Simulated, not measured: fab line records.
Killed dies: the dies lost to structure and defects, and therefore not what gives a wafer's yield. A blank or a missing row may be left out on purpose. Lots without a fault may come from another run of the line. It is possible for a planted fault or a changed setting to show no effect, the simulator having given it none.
Which tool is to blame? ; flow n5Finfet ; 10 lots, 27 wafers sampled, at 5 steps of a route of 1938

== WHAT EACH GAUGE READ, for each wafer ==
N5_GATE_CUT_THK_MEAS_24. Usual: GC_FILL_THK gives 220.9 nm (standard deviation 2).
lot;measured;on;GC_FILL_THK (nm);flag
L578;day 4 15:35;filmMetro-02;221.0 226.0 223.6;
L585;day 6 10:28;filmMetro-01;219.4 221.5;
L586;day 6 14:47;filmMetro-02;221.1 223.5;
L589;day 7 10:07;filmMetro-01;219.3 221.7;
L591;day 7 21:10;filmMetro-01;218.6 219.1 220.5;
L592;day 8 02:04;filmMetro-01;217.9 224.4 221.3;
L594;day 8 13:17;filmMetro-01;218.8 221.9 221.3;
L596;day 9 01:46;filmMetro-02;217.3 221.8 220.9;
L597;day 9 10:13;filmMetro-02;220.9 220.5 221.4;
L598;day 9 18:47;filmMetro-02;218.0 218.6 221.6;

N5_BEOL_M4_RC_MEAS_101. Usual: DIBL_N 36.8 mV/V, standard deviation 1.5; DIBL_P 37.1 mV/V, standard deviation 2.1; IOFF_N 0.168 nA/um, standard deviation 0.03; IOFF_P 0.22 nA/um, standard deviation 0.034; ION_N 679 uA/um, standard deviation 12; ION_P 466 uA/um, standard deviation 8; SS_N 71.7 mV/dec, standard deviation 0.58; SS_P 73.5 mV/dec, standard deviation 0.67; VT_N 248.8 mV, standard deviation 2.7; VT_P -250 mV, standard deviation 3.3.
lot;measured;on;DIBL_N (mV/V);DIBL_P (mV/V);IOFF_N (nA/um);IOFF_P (nA/um);ION_N (uA/um);ION_P (uA/um);SS_N (mV/dec);SS_P (mV/dec);VT_N (mV);VT_P (mV);flag
L578;day 7 12:11;prober-02;38.6 34.9 38.5;39.9 35.0 39.9;0.204 0.135 0.213;0.24 0.17 0.25;683 662 679;463 455 466;73.2 71.3 71.6;74.1 73.5 74.3;247.3 250.8 244.0;-249 -256 -247;
L585;day 9 15:16;prober-02;39.4 37.6;37.8 36.6;0.201 0.169;0.25 0.23;695 684;471 466;71.9 72.0;74.3 73.3;248.2 250.7;-249 -246;
L586;day 9 19:59;prober-02;38.5 37.8;38.9 39.0;0.202 0.204;0.22 0.24;682 696;455 467;72.4 72.0;74.0 74.1;246.2 245.2;-250 -249;
L589;day 10 21:33;prober-01;34.9 33.5;33.7 31.6;0.131 0.115;0.18 0.15;663 658;459 449;71.7 71.1;73.0 72.5;252.6 254.1;-254 -255;
L591;day 11 02:07;prober-02;34.3 36.4 35.6;32.5 34.9 34.2;0.132 0.166 0.152;0.19 0.22 0.21;662 676 670;465 470 461;70.9 71.2 71.0;73.3 73.4 74.0;250.2 247.7 249.4;-251 -250 -250;
L592;day 11 06:49;prober-02;41.2 36.5 35.5;40.8 34.4 32.9;0.240 0.138 0.124;0.32 0.21 0.18;677 662 657;468 464 455;72.2 71.1 71.1;76.2 73.5 72.4;245.5 253.0 253.3;-248 -251 -249;
L594;day 11 22:59;prober-01;37.2 38.1 35.6;37.4 38.0 35.5;0.178 0.182 0.146;0.23 0.25 0.20;690 689 683;467 470 468;71.8 71.6 70.7;72.4 73.9 72.7;245.2 247.6 251.3;-249 -247 -249;
L596;day 12 04:27;prober-01;38.4 37.9 37.8;38.2 37.6 38.1;0.189 0.169 0.193;0.24 0.24 0.25;696 677 708;480 464 484;72.0 71.6 72.4;73.4 73.5 74.2;246.2 245.0 243.7;-250 -249 -245;
L597;day 12 11:42;prober-01;36.0 36.6 33.2;37.5 37.5 33.1;0.143 0.163 0.102;0.21 0.20 0.15;670 677 651;462 460 451;72.4 72.0 71.3;74.4 73.6 72.1;250.8 247.4 255.1;-251 -251 -254;
L598;day 13 06:37;prober-02;38.9 36.8 38.6;37.8 35.5 36.7;0.177 0.135 0.174;0.19 0.17 0.18;678 675 683;460 459 462;72.3 70.8 72.4;73.9 73.3 73.7;247.2 254.0 249.3;-256 -256 -257;

== TOOL THAT RAN EACH LOT (tool first, then ch and the chambers of the sampled wafers, then the start) ==
lot;N5_GATE_CUT_ETCH_19;N5_GATE_CUT_CUT_ETCH_55;N5_GATE_CUT_VAPOR_ETCH_51
L578;rieDiel-05 ch 0,3, day 4 13:14;rieMetal-01 ch 0, day 4 13:28;rieMetal-01 ch 0, day 4 13:35
L585;rieDiel-05 ch 1,3, day 6 08:08;rieMetal-03 ch 0, day 6 08:22;rieMetal-03 ch 0, day 6 08:29
L586;rieDiel-05 ch 2, day 6 12:26;rieMetal-02 ch 0,1, day 6 12:40;rieMetal-02 ch 0,1, day 6 12:47
L589;rieDiel-05 ch 2, day 7 06:59;rieMetal-03 ch 0,1, day 7 07:13;rieMetal-03 ch 0,1, day 7 07:20
L591;rieDiel-03 ch 0,2,3, day 7 18:49;rieMetal-02 ch 0,1, day 7 19:03;rieMetal-02 ch 0,1, day 7 19:10
L592;rieDiel-04 ch 0,1,3, day 7 23:44;rieMetal-01 ch 0,1, day 7 23:58;rieMetal-01 ch 0,1, day 8 00:05
L594;rieDiel-04 ch 0,3, day 8 10:41;rieMetal-03 ch 0,1, day 8 10:55;rieMetal-03 ch 0,1, day 8 11:02
L596;rieDiel-03 ch 0,2, day 8 23:00;rieMetal-02 ch 0,1, day 8 23:14;rieMetal-02 ch 0,1, day 8 23:21
L597;rieDiel-03 ch 0,1,2, day 9 07:49;rieMetal-02 ch 0,1, day 9 08:02;rieMetal-02 ch 0,1, day 9 08:10
L598;rieDiel-05 ch 1,2, day 9 16:26;rieMetal-03 ch 1, day 9 16:40;rieMetal-03 ch 1, day 9 16:47
- N5_GATE_CUT_ETCH_19: etches SiNx in CH3F/O2, target depth 53.7 nm, time 76.7 s.
- N5_GATE_CUT_CUT_ETCH_55: etches HfO2 in BCl3, target depth 3.2 nm.
- N5_GATE_CUT_VAPOR_ETCH_51: etches HfO2 in BCl3/Cl2.

== WHAT THE TOOLS THEMSELVES READ (means of the sampled wafers that have a number; where no wafer has one, the mark that the record gives instead) ==
N5_GATE_CUT_ETCH_19. Usual: biasW 72.99 W, standard deviation 0.23; drypumpMotorCurrentA 5.84 A, standard deviation 0.24; etchRfOnTimeS 76.7 s, standard deviation 0.88; oes_o_777_au 0.77 a.u., standard deviation 0.071; oesProductAu 0.65 a.u., standard deviation 0.062; rfVppV 296 V, standard deviation 5.7; showerheadPlenumPTorr 1.99 Torr, standard deviation 0.075; throttleValvePct 16.46 %, standard deviation 0.18.
lot;tool;biasW (W);drypumpMotorCurrentA (A);etchRfOnTimeS (s);oes_o_777_au (a.u.);oesProductAu (a.u.);rfVppV (V);showerheadPlenumPTorr (Torr);throttleValvePct (%);flag
L578;rieDiel-05;72.82;5.88;76.9;0.73;0.63;295;1.97;16.67;
L585;rieDiel-05;72.99;5.85;95.9;0.73;0.56;292;1.96;16.49;OFF
L586;rieDiel-05;72.76;5.81;113.0;0.91;0.61;288;2.14;16.45;OFF
L589;rieDiel-05;73.14;5.80;94.6;0.88;0.68;288;2.14;16.46;OFF
L591;rieDiel-03;72.94;5.92;77.5;0.73;0.61;304;1.99;16.51;
L592;rieDiel-04;73.08;5.90;76.5;0.76;0.66;295;1.96;16.40;
L594;rieDiel-04;72.59;5.97;76.5;0.72;0.63;296;1.97;16.61;
L596;rieDiel-03;73.03;6.09;76.4;0.74;0.63;305;2.01;16.54;
L597;rieDiel-03;72.98;5.83;76.1;0.74;0.63;301;1.99;16.52;
L598;rieDiel-05;73.03;5.72;78.0;0.75;0.63;289;2.03;16.50;

N5_GATE_CUT_CUT_ETCH_55. Usual: biasW 18.00 W, standard deviation 0.055; drypumpMotorCurrentA 5.5 A, standard deviation 0.53; oesProductAu 0.79 a.u., standard deviation 0.11; throttleValvePct 33.1 %, standard deviation 0.54.
lot;tool;biasW (W);drypumpMotorCurrentA (A);oesProductAu (a.u.);throttleValvePct (%);flag
L578;rieMetal-01;17.96;5.9;0.83;33.6;
L585;rieMetal-03;17.96;6.4;0.89;32.2;
L586;rieMetal-02;18.00;5.5;0.65;33.5;
L589;rieMetal-03;18.05;5.6;0.88;32.5;
L591;rieMetal-02;18.01;5.5;0.64;33.4;
L592;rieMetal-01;18.02;5.6;0.83;33.5;
L594;rieMetal-03;18.01;5.8;0.87;32.4;
L596;rieMetal-02;18.04;5.5;0.63;33.4;
L597;rieMetal-02;18.00;5.5;0.63;33.4;
L598;rieMetal-03;17.99;4.9;0.87;32.9;

N5_GATE_CUT_VAPOR_ETCH_51. Usual: drypumpMotorCurrentA 5.5 A, standard deviation 0.54; oesProductAu 0.78 a.u., standard deviation 0.12.
lot;tool;drypumpMotorCurrentA (A);oesProductAu (a.u.);flag
L578;rieMetal-01;5.9;0.84;
L585;rieMetal-03;6.4;0.89;
L586;rieMetal-02;5.5;0.64;
L589;rieMetal-03;5.6;0.88;
L591;rieMetal-02;5.5;0.63;
L592;rieMetal-01;5.6;0.83;
L594;rieMetal-03;5.9;0.87;
L596;rieMetal-02;5.5;0.63;
L597;rieMetal-02;5.5;0.63;
L598;rieMetal-03;4.8;0.86;

== THE ANSWER, worked out from the rows above alone ==
Rule: a lot is off if the mean of its wafers that have a number lies more than 3 standard deviations from the usual mean. Also off: a lot with no number at a reading for which 4 or more lots have one. Where the step has rows for the other lots, those lots are counted as sound. The gauges are gone through in route order, then the tools' own readings, and for those a lot's mean is taken as printed above. The first step at which some lot is off is used, and at that step the reading that is off furthest; a lot without a number counts as furthest.
Off: L585, L586, L589 (N5_GATE_CUT_ETCH_19, etchRfOnTimeS).
A tool fits if, at that step or a process step before it, it ran every lot that is off, and no sound lot after the first of them. Not one of the candidates tried fits.

== WHAT THE SIMULATOR HAD INSERTED ==
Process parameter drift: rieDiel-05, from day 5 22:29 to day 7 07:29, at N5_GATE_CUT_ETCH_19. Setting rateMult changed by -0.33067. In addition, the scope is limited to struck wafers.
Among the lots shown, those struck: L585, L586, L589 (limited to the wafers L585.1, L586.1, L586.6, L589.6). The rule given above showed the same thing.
